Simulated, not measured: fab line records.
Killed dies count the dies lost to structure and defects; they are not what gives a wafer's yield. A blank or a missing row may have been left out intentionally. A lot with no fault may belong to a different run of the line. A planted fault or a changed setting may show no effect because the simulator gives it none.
Matching of chambers ; flow n5-finfet ; N5_MOL_CONTACT_COAG_ETCHBACK_134 on rie-diel-05: 4 sister chambers
The step etches SiO2 in CHF3, target depth 10 nm, time 6.7 s. 16 wafers are shown with their chamber, then 8 later ones without.

## WAFERS PAIRED WITH THEIR CHAMBERS
wafer;chamber;drypump-motor-current-A (A);showerhead-plenum-p-Torr (Torr);throttle-valve-pct (%)
L078.2;1;5.5;2.29;18.85
L078.4;0;5.0;2.40;18.23
L078.5;2;5.9;2.46;18.58
L080.1;0;4.9;2.39;18.24
L080.4;3;5.7;2.53;18.54
L080.6;3;5.7;2.54;18.56
L082.1;1;5.5;2.29;18.86
L082.4;0;5.0;2.39;18.25
L082.5;3;5.7;2.53;18.56
L084.1;1;5.5;2.28;18.89
L084.5;2;5.9;2.46;18.60
L084.6;3;5.7;2.53;18.57
L088.2;1;5.5;2.28;18.90
L088.5;1;5.5;2.28;18.89
L088.6;0;4.9;2.39;18.29
L089.3;2;5.9;2.45;18.62

SIGNATURES (averages over the wafers above)
reading;chamber 0;chamber 1;chamber 2;chamber 3;scatter within a chamber
drypump-motor-current-A;4.950;5.500;5.900;5.700;0.0289
showerhead-plenum-p-Torr;2.3925;2.2840;2.4567;2.5325;0.0053
throttle-valve-pct;18.2525;18.8780;18.6000;18.5575;0.0209
Rule: for a wafer and a chamber, the distance is found by dividing, reading by reading, the gap between the wafer's reading and the chamber's mean by the reading's scatter, squaring, summing and taking the root. The wafer belongs to the nearest chamber; if the next one is less than 2 further off, it can't be placed. The scatter: take each reading less its chamber's mean, square it, sum over the shown wafers, divide by the number of wafers less the number of chambers, and take the root.

## WAFERS WITHOUT THEIR CHAMBER
wafer;drypump-motor-current-A (A);showerhead-plenum-p-Torr (Torr);throttle-valve-pct (%)
L089.4;5.7;2.53;18.59
L089.5;5.7;2.53;18.60
L092.2;5.9;2.45;18.63
L092.5;5.7;2.53;18.61
L092.6;5.9;2.45;18.63
L095.2;5.0;2.38;18.29
L095.4;5.5;2.28;18.92
L095.5;5.9;2.45;18.66

## CHAMBER TAKEN BY EACH
wafer;from the rows above;in truth
L089.4;3;3
L089.5;3;3
L092.2;2;2
L092.5;3;3
L092.6;2;2
L095.2;0;0
L095.4;1;1
L095.5;2;2
Correctly placed: 8 of 8. Number that these rows cannot place: 0. Wrongly placed: 0.
